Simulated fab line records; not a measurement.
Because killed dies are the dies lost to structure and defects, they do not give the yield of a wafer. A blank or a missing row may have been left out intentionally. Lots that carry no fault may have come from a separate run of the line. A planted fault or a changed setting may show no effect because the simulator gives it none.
Matching of chambers || flow nandHarc || NHARC_A_STAIRCASE_DESCUM_219 on rieDiel-11 has 4 sister chambers
The step chemistry O2, time 3 s. 18 wafers are shown with their chamber, then 9 later ones without.

## WAFERS WITH THEIR CHAMBER
{"wafer": "L074.2", "chamber": 0, "drypumpMotorCurrentA (A)": 6.5, "showerheadPlenumPTorr (Torr)": 1.89, "rfVppV (V)": 57.1}
{"wafer": "L074.3", "chamber": 2, "drypumpMotorCurrentA (A)": 5.6, "showerheadPlenumPTorr (Torr)": 1.79, "rfVppV (V)": 57.5}
{"wafer": "L074.5", "chamber": 3, "drypumpMotorCurrentA (A)": 5.8, "showerheadPlenumPTorr (Torr)": 1.77, "rfVppV (V)": 58.4}
{"wafer": "L080.2", "chamber": 0, "drypumpMotorCurrentA (A)": 6.4, "showerheadPlenumPTorr (Torr)": 1.88, "rfVppV (V)": 56.6}
{"wafer": "L080.3", "chamber": 1, "drypumpMotorCurrentA (A)": 5.8, "showerheadPlenumPTorr (Torr)": 1.98, "rfVppV (V)": 57.7}
{"wafer": "L080.5", "chamber": 1, "drypumpMotorCurrentA (A)": 5.8, "showerheadPlenumPTorr (Torr)": 1.98, "rfVppV (V)": 59.5}
{"wafer": "L087.3", "chamber": 0, "drypumpMotorCurrentA (A)": 6.4, "showerheadPlenumPTorr (Torr)": 1.88, "rfVppV (V)": 58.1}
{"wafer": "L087.4", "chamber": 3, "drypumpMotorCurrentA (A)": 5.8, "showerheadPlenumPTorr (Torr)": 2.07, "rfVppV (V)": 59.2}
{"wafer": "L087.6", "chamber": 2, "drypumpMotorCurrentA (A)": 5.5, "showerheadPlenumPTorr (Torr)": 1.77, "rfVppV (V)": 57.9}
{"wafer": "L088.3", "chamber": 1, "drypumpMotorCurrentA (A)": 5.8, "showerheadPlenumPTorr (Torr)": 1.97, "rfVppV (V)": 58.9}
{"wafer": "L088.5", "chamber": 2, "drypumpMotorCurrentA (A)": 5.6, "showerheadPlenumPTorr (Torr)": 1.77, "rfVppV (V)": 57.2}
{"wafer": "L088.6", "chamber": 3, "drypumpMotorCurrentA (A)": 5.8, "showerheadPlenumPTorr (Torr)": 2.07, "rfVppV (V)": 59.4}
{"wafer": "L091.1", "chamber": 1, "drypumpMotorCurrentA (A)": 5.8, "showerheadPlenumPTorr (Torr)": 1.97, "rfVppV (V)": 57.8}
{"wafer": "L091.2", "chamber": 2, "drypumpMotorCurrentA (A)": 5.5, "showerheadPlenumPTorr (Torr)": 1.77, "rfVppV (V)": 55.8}
{"wafer": "L091.3", "chamber": 3, "drypumpMotorCurrentA (A)": 5.8, "showerheadPlenumPTorr (Torr)": 2.07, "rfVppV (V)": 57.8}
{"wafer": "L089.3", "chamber": 2, "drypumpMotorCurrentA (A)": 5.6, "showerheadPlenumPTorr (Torr)": 1.77, "rfVppV (V)": 55.3}
{"wafer": "L089.4", "chamber": 1, "drypumpMotorCurrentA (A)": 5.8, "showerheadPlenumPTorr (Torr)": 1.97, "rfVppV (V)": 57.9}
{"wafer": "L089.6", "chamber": 3, "drypumpMotorCurrentA (A)": 5.8, "showerheadPlenumPTorr (Torr)": 2.07, "rfVppV (V)": 58.6}

SIGNATURES, as means of the wafers listed above
{"reading": "drypumpMotorCurrentA", "chamber 0": 6.433, "chamber 1": 5.800, "chamber 2": 5.560, "chamber 3": 5.800, "scatter within a chamber": 0.0365}
{"reading": "showerheadPlenumPTorr", "chamber 0": 1.8833, "chamber 1": 1.9740, "chamber 2": 1.7740, "chamber 3": 2.0100, "scatter within a chamber": 0.072}
{"reading": "rfVppV", "chamber 0": 57.267, "chamber 1": 58.360, "chamber 2": 56.740, "chamber 3": 58.680, "scatter within a chamber": 0.864}
Rule: for each reading, subtract the chamber's mean from the wafer's reading, divide by that reading's scatter and square the result; add these up over the readings and take the root, which gives the wafer's distance from the chamber. The wafer belongs to the nearest chamber; if the next one is less than 2 further off, it can't be placed. The scatter: take each reading less its chamber's mean, square it, sum over the shown wafers, divide by the number of wafers less the number of chambers, and take the root.

## WAFERS MISSING THEIR CHAMBER
{"wafer": "L093.1", "drypumpMotorCurrentA (A)": 5.8, "showerheadPlenumPTorr (Torr)": 1.97, "rfVppV (V)": 60.2}
{"wafer": "L093.3", "drypumpMotorCurrentA (A)": 5.5, "showerheadPlenumPTorr (Torr)": 1.77, "rfVppV (V)": 55.0}
{"wafer": "L093.4", "drypumpMotorCurrentA (A)": 5.8, "showerheadPlenumPTorr (Torr)": 2.07, "rfVppV (V)": 58.8}
{"wafer": "L094.1", "drypumpMotorCurrentA (A)": 5.8, "showerheadPlenumPTorr (Torr)": 2.07, "rfVppV (V)": 58.9}
{"wafer": "L094.2", "drypumpMotorCurrentA (A)": 5.8, "showerheadPlenumPTorr (Torr)": 1.97, "rfVppV (V)": 57.2}
{"wafer": "L094.3", "drypumpMotorCurrentA (A)": 5.5, "showerheadPlenumPTorr (Torr)": 1.77, "rfVppV (V)": 57.3}
{"wafer": "L095.4", "drypumpMotorCurrentA (A)": 5.8, "showerheadPlenumPTorr (Torr)": 1.97, "rfVppV (V)": 59.0}
{"wafer": "L095.5", "drypumpMotorCurrentA (A)": 5.8, "showerheadPlenumPTorr (Torr)": 1.97, "rfVppV (V)": 57.7}
{"wafer": "L095.6", "drypumpMotorCurrentA (A)": 6.4, "showerheadPlenumPTorr (Torr)": 1.87, "rfVppV (V)": 56.0}

## WHICH CHAMBER EACH ONE RAN IN
{"wafer": "L093.1", "from the rows above": "can't be placed: 3 or 1", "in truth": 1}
{"wafer": "L093.3", "from the rows above": 2, "in truth": 2}
{"wafer": "L093.4", "from the rows above": "can't be placed: 3 or 1", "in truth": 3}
{"wafer": "L094.1", "from the rows above": "can't be placed: 3 or 1", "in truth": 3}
{"wafer": "L094.2", "from the rows above": "can't be placed: 1 or 3", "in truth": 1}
{"wafer": "L094.3", "from the rows above": 2, "in truth": 2}
{"wafer": "L095.4", "from the rows above": "can't be placed: 3 or 1", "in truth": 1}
{"wafer": "L095.5", "from the rows above": "can't be placed: 1 or 3", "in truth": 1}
{"wafer": "L095.6", "from the rows above": 0, "in truth": 0}
Correct placement for 3 of the 9. Unplaceable from these rows: 6, with the true chamber sitting among the candidates in 6. 0 placed wrongly.
